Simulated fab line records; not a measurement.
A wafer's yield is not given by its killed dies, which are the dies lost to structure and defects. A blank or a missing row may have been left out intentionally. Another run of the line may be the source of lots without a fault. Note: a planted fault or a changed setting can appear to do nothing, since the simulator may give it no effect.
Which of the tools did it? / flow n5 finfet / 33 wafers from 11 lots sampled at 5 of the route's 1938 steps

## WHAT EACH GAUGE READ, for each wafer
N5_BEOL_M4_THK_MEAS_01. Usual: M4_ILD_THK 79.0 nm, standard deviation 1.3.
lot=L453; measured=day 8 08:40; on=film metro-01; M4_ILD_THK (nm)=79.0 78.2 80.1; flag=
lot=L454; measured=day 8 09:03; on=film metro-01; M4_ILD_THK (nm)=78.0 78.8 79.0; flag=
lot=L455; measured=day 9 04:43; on=film metro-01; M4_ILD_THK (nm)=79.6 80.0 79.8; flag=
lot=L456; measured=day 9 11:57; on=film metro-02; M4_ILD_THK (nm)=80.2 77.8 82.3; flag=
lot=L458; measured=day 9 13:43; on=film metro-01; M4_ILD_THK (nm)=81.4 79.9 80.0; flag=
lot=L460; measured=day 9 17:17; on=film metro-01; M4_ILD_THK (nm)=79.0 80.4 79.3; flag=
lot=L461; measured=day 9 21:04; on=film metro-02; M4_ILD_THK (nm)=79.0 80.3 80.5; flag=
lot=L464; measured=day 11 10:14; on=film metro-02; M4_ILD_THK (nm)=77.4 78.4 80.1; flag=
lot=L467; measured=day 11 20:08; on=film metro-01; M4_ILD_THK (nm)=78.8 82.1 79.6; flag=
lot=L471; measured=day 12 10:12; on=film metro-02; M4_ILD_THK (nm)=77.4 80.4 78.5; flag=
lot=L474; measured=day 13 06:04; on=film metro-02; M4_ILD_THK (nm)=78.4 78.7 76.7; flag=

N5_BEOL_M4_OVL_MEAS_12. Usual: M4_OVL 0.2 nm, standard deviation 0.6.
lot=L453; measured=day 8 09:19; on=overlay-01; M4_OVL (nm)=-0.1 -0.8 0.0; flag=
lot=L454; measured=day 8 11:46; on=overlay-02; M4_OVL (nm)=1.0 1.3 0.7; flag=
lot=L455; measured=day 9 07:41; on=overlay-02; M4_OVL (nm)=0.4 0.0 0.5; flag=
lot=L456; measured=day 9 12:59; on=overlay-01; M4_OVL (nm)=0.0 1.2 -0.8; flag=
lot=L458; measured=day 9 14:25; on=overlay-02; M4_OVL (nm)=-0.1 -0.2 -0.5; flag=
lot=L460; measured=day 9 18:38; on=overlay-01; M4_OVL (nm)=0.2 -0.3 0.2; flag=
lot=L461; measured=day 9 23:14; on=overlay-02; M4_OVL (nm)=-0.3 0.7 1.0; flag=
lot=L464; measured=day 11 11:34; on=overlay-01; M4_OVL (nm)=-1.1 -0.5 0.2; flag=
lot=L467; measured=day 11 21:53; on=overlay-01; M4_OVL (nm)=-0.6 0.2 0.6; flag=
lot=L471; measured=day 12 12:25; on=overlay-02; M4_OVL (nm)=0.3 0.4 -0.1; flag=
lot=L474; measured=day 13 07:58; on=overlay-02; M4_OVL (nm)=-0.6 0.0 0.3; flag=

N5_BEOL_M4_RC_MEAS_101. Usual: DIBL_N 36.0 mV/V, standard deviation 2.5; DIBL_P 36.2 mV/V, standard deviation 3; IOFF_N 0.16 nA/um, standard deviation 0.044; IOFF_P 0.21 nA/um, standard deviation 0.049; ION_N 671 uA/um, standard deviation 15; ION_P 461 uA/um, standard deviation 8.7; SS_N 71.5 mV/dec, standard deviation 0.72; SS_P 73.4 mV/dec, standard deviation 0.9; VT_N 251 mV, standard deviation 4.4; VT_P -250 mV, standard deviation 4.
lot=L453; measured=day 8 21:15; on=prober-02; DIBL_N (mV/V)=34.6 33.6 33.5; DIBL_P (mV/V)=36.4 35.3 35.5; IOFF_N (nA/um)=0.13 0.13 0.13; IOFF_P (nA/um)=0.19 0.17 0.18; ION_N (uA/um)=652 660 652; ION_P (uA/um)=449 452 447; SS_N (mV/dec)=71.9 71.7 72.0; SS_P (mV/dec)=73.2 73.2 73.0; VT_N (mV)=254 253 254; VT_P (mV)=-252 -253 -255; flag=
lot=L454; measured=day 8 21:51; on=prober-01; DIBL_N (mV/V)=39.1 36.2 35.8; DIBL_P (mV/V)=39.3 36.5 34.4; IOFF_N (nA/um)=0.23 0.17 0.16; IOFF_P (nA/um)=0.27 0.23 0.20; ION_N (uA/um)=683 688 659; ION_P (uA/um)=463 468 451; SS_N (mV/dec)=73.2 71.3 71.9; SS_P (mV/dec)=74.2 73.4 73.2; VT_N (mV)=247 248 249; VT_P (mV)=-246 -248 -248; flag=
lot=L455; measured=day 9 14:58; on=prober-02; DIBL_N (mV/V)=32.7 37.3 35.7; DIBL_P (mV/V)=34.3 40.0 38.5; IOFF_N (nA/um)=0.12 0.20 0.16; IOFF_P (nA/um)=0.18 0.24 0.24; ION_N (uA/um)=656 677 663; ION_P (uA/um)=455 459 461; SS_N (mV/dec)=70.9 72.3 71.7; SS_P (mV/dec)=72.2 74.3 74.3; VT_N (mV)=252 247 253; VT_P (mV)=-249 -249 -247; flag=
lot=L456; measured=day 9 23:35; on=prober-01; DIBL_N (mV/V)=37.4 38.0 38.5; DIBL_P (mV/V)=38.6 39.2 39.4; IOFF_N (nA/um)=0.19 0.19 0.20; IOFF_P (nA/um)=0.24 0.25 0.24; ION_N (uA/um)=694 670 678; ION_P (uA/um)=470 454 457; SS_N (mV/dec)=72.2 72.3 72.9; SS_P (mV/dec)=73.8 73.3 74.5; VT_N (mV)=249 250 249; VT_P (mV)=-247 -252 -251; flag=
lot=L458; measured=day 10 03:35; on=prober-01; DIBL_N (mV/V)=36.4 34.6 35.0; DIBL_P (mV/V)=36.8 33.4 35.4; IOFF_N (nA/um)=0.15 0.11 0.12; IOFF_P (nA/um)=0.20 0.16 0.20; ION_N (uA/um)=678 653 669; ION_P (uA/um)=464 452 468; SS_N (mV/dec)=71.5 70.4 71.6; SS_P (mV/dec)=73.5 72.5 72.8; VT_N (mV)=252 255 255; VT_P (mV)=-251 -253 -252; flag=
lot=L460; measured=day 10 06:41; on=prober-01; DIBL_N (mV/V)=34.1 36.0 37.1; DIBL_P (mV/V)=32.0 35.3 37.1; IOFF_N (nA/um)=0.11 0.13 0.15; IOFF_P (nA/um)=0.14 0.16 0.20; ION_N (uA/um)=661 658 654; ION_P (uA/um)=453 450 455; SS_N (mV/dec)=70.8 71.4 72.1; SS_P (mV/dec)=72.9 73.9 74.2; VT_N (mV)=259 255 251; VT_P (mV)=-259 -258 -254; flag=
lot=L461; measured=day 10 17:22; on=prober-01; DIBL_N (mV/V)=34.2 34.1 37.7; DIBL_P (mV/V)=34.9 35.2 39.4; IOFF_N (nA/um)=0.13 0.14 0.21; IOFF_P (nA/um)=0.20 0.20 0.29; ION_N (uA/um)=657 672 699; ION_P (uA/um)=457 464 482; SS_N (mV/dec)=71.5 70.9 72.3; SS_P (mV/dec)=72.8 73.4 73.4; VT_N (mV)=252 250 245; VT_P (mV)=-252 -248 -246; flag=
lot=L464; measured=day 11 20:52; on=prober-02; DIBL_N (mV/V)=40.2 38.9 38.6; DIBL_P (mV/V)=39.5 37.9 36.6; IOFF_N (nA/um)=0.21 0.18 0.17; IOFF_P (nA/um)=0.29 0.24 0.22; ION_N (uA/um)=695 676 668; ION_P (uA/um)=476 471 456; SS_N (mV/dec)=72.0 72.1 71.9; SS_P (mV/dec)=74.3 73.6 73.7; VT_N (mV)=243 247 250; VT_P (mV)=-245 -248 -250; flag=
lot=L467; measured=day 12 11:42; on=prober-02; DIBL_N (mV/V)=34.1 37.7 34.2; DIBL_P (mV/V)=35.5 38.3 35.0; IOFF_N (nA/um)=0.13 0.21 0.14; IOFF_P (nA/um)=0.21 0.25 0.20; ION_N (uA/um)=669 676 667; ION_P (uA/um)=466 466 466; SS_N (mV/dec)=71.0 72.5 71.3; SS_P (mV/dec)=73.4 74.1 73.2; VT_N (mV)=251 247 249; VT_P (mV)=-248 -247 -252; flag=
lot=L471; measured=day 12 22:44; on=prober-01; DIBL_N (mV/V)=33.0 32.5 35.2; DIBL_P (mV/V)=31.1 31.6 35.9; IOFF_N (nA/um)=0.10 0.10 0.14; IOFF_P (nA/um)=0.15 0.15 0.21; ION_N (uA/um)=653 643 668; ION_P (uA/um)=454 447 456; SS_N (mV/dec)=71.0 70.5 71.3; SS_P (mV/dec)=71.9 72.3 73.8; VT_N (mV)=258 259 250; VT_P (mV)=-255 -253 -251; flag=
lot=L474; measured=day 13 20:39; on=prober-01; DIBL_N (mV/V)=40.1 36.2 37.9; DIBL_P (mV/V)=40.6 35.1 37.6; IOFF_N (nA/um)=0.25 0.13 0.19; IOFF_P (nA/um)=0.31 0.19 0.25; ION_N (uA/um)=689 651 675; ION_P (uA/um)=470 453 463; SS_N (mV/dec)=73.0 71.1 71.8; SS_P (mV/dec)=74.3 73.0 73.6; VT_N (mV)=245 255 246; VT_P (mV)=-242 -252 -246; flag=

## WHAT TOOL EACH LOT RAN ON (gives the tool, then ch and the chambers of the sampled wafers, and finally the start)
lot=L453; N5_BEOL_M3_ANNEAL_95=pvd sputter-02, day 8 07:21; N5_BEOL_M4_COAT_73=litho track-04 ch 0, day 8 08:54
lot=L454; N5_BEOL_M3_ANNEAL_95=pvd sputter-03, day 8 07:29; N5_BEOL_M4_COAT_73=litho track-01 ch 0, day 8 11:29
lot=L455; N5_BEOL_M3_ANNEAL_95=pvd sputter-01, day 9 03:03; N5_BEOL_M4_COAT_73=litho track-05 ch 0, day 9 07:15
lot=L456; N5_BEOL_M3_ANNEAL_95=pvd sputter-03, day 9 10:36; N5_BEOL_M4_COAT_73=litho track-04 ch 0, day 9 12:41
lot=L458; N5_BEOL_M3_ANNEAL_95=pvd sputter-02, day 9 12:07; N5_BEOL_M4_COAT_73=litho track-04 ch 0, day 9 14:06
lot=L460; N5_BEOL_M3_ANNEAL_95=pvd sputter-02, day 9 15:56; N5_BEOL_M4_COAT_73=litho track-01 ch 0, day 9 18:20
lot=L461; N5_BEOL_M3_ANNEAL_95=pvd sputter-01, day 9 19:41; N5_BEOL_M4_COAT_73=litho track-01 ch 0, day 9 22:49
lot=L464; N5_BEOL_M3_ANNEAL_95=pvd sputter-02, day 11 08:55; N5_BEOL_M4_COAT_73=litho track-01 ch 0, day 11 11:16
lot=L467; N5_BEOL_M3_ANNEAL_95=pvd sputter-01, day 11 18:47; N5_BEOL_M4_COAT_73=litho track-04 ch 0, day 11 21:35
lot=L471; N5_BEOL_M3_ANNEAL_95=pvd sputter-02, day 12 08:53; N5_BEOL_M4_COAT_73=litho track-04 ch 0, day 12 12:07
lot=L474; N5_BEOL_M3_ANNEAL_95=pvd sputter-03, day 13 04:41; N5_BEOL_M4_COAT_73=litho track-04 ch 0, day 13 07:32
- N5_BEOL_M3_ANNEAL_95: time 240 s.
- N5_BEOL_M4_COAT_73: time 60 s, resist thk 5 nm.

## WHAT THE TOOLS THEMSELVES READ (means of the sampled wafers that have a number; where no wafer has one, the mark that the record gives instead)
N5_BEOL_M3_ANNEAL_95. Usual: heater power w at 846 W, with a standard deviation of 58.
lot=L453; tool=pvd sputter-02; heater power w (W)=844; flag=
lot=L454; tool=pvd sputter-03; heater power w (W)=805; flag=
lot=L455; tool=pvd sputter-01; heater power w (W)=881; flag=
lot=L456; tool=pvd sputter-03; heater power w (W)=856; flag=
lot=L458; tool=pvd sputter-02; heater power w (W)=855; flag=
lot=L460; tool=pvd sputter-02; heater power w (W)=856; flag=
lot=L461; tool=pvd sputter-01; heater power w (W)=908; flag=
lot=L464; tool=pvd sputter-02; heater power w (W)=863; flag=
lot=L467; tool=pvd sputter-01; heater power w (W)=859; flag=
lot=L471; tool=pvd sputter-02; heater power w (W)=825; flag=
lot=L474; tool=pvd sputter-03; heater power w (W)=807; flag=

N5_BEOL_M4_COAT_73. Usual: exhaust pa 44.9 Pa, standard deviation 0.83; spin speed rpm 1500.2 rpm, standard deviation 0.87.
lot=L453; tool=litho track-04; exhaust pa (Pa)=44.8; spin speed rpm (rpm)=1500.8; flag=
lot=L454; tool=litho track-01; exhaust pa (Pa)=45.5; spin speed rpm (rpm)=1500.7; flag=
lot=L455; tool=litho track-05; exhaust pa (Pa)=44.6; spin speed rpm (rpm)=1501.3; flag=
lot=L456; tool=litho track-04; exhaust pa (Pa)=43.9; spin speed rpm (rpm)=1500.7; flag=
lot=L458; tool=litho track-04; exhaust pa (Pa)=44.7; spin speed rpm (rpm)=1500.9; flag=
lot=L460; tool=litho track-01; exhaust pa (Pa)=45.6; spin speed rpm (rpm)=1500.3; flag=
lot=L461; tool=litho track-01; exhaust pa (Pa)=44.9; spin speed rpm (rpm)=1499.7; flag=
lot=L464; tool=litho track-01; exhaust pa (Pa)=45.6; spin speed rpm (rpm)=1500.3; flag=
lot=L467; tool=litho track-04; exhaust pa (Pa)=44.3; spin speed rpm (rpm)=1499.5; flag=
lot=L471; tool=litho track-04; exhaust pa (Pa)=44.4; spin speed rpm (rpm)=1641.9; flag=OFF
lot=L474; tool=litho track-04; exhaust pa (Pa)=45.6; spin speed rpm (rpm)=1641.2; flag=OFF

## THE ANSWER, worked out from the rows above alone
Rule: lot off if the mean of its wafers having a number is beyond 3 standard deviations from the usual mean. Also off: a lot with no number at a reading for which 4 or more lots have one. The other lots that the step has rows for count as sound. After the gauges, taken in route order, come the tools' own readings; for these a lot's mean is taken, as printed above. The first step at which some lot is off is used, and at that step the reading that is off furthest; a lot without a number counts as furthest.
Off: L471, L474, at N5_BEOL_M4_COAT_73 (spin speed rpm).
If a tool, at that step or one of the process steps before it, ran each lot that is off and ran no sound lot following the first of them, it fits. One fits: N5_BEOL_M4_COAT_73 on litho track-04. A fault onset in the window from L467 (day 11 21:35, its last sound lot) to L471 (day 12 12:07, its first lot off) fits.
On the lots that are off, the tool's own readings at N5_BEOL_M4_COAT_73 differ by more than 5 times the standard deviation of the sound lots' means, which bears it out; spin speed rpm reads 1641.6 rpm there versus 1500.5 rpm on the sound lots.

## WHAT THE SIMULATOR HAD INSERTED
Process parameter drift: litho track-04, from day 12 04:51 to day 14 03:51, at N5_BEOL_M4_COAT_73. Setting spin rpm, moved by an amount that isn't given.
Shown lots that were struck: L471, L474. The rule above reached the same finding.
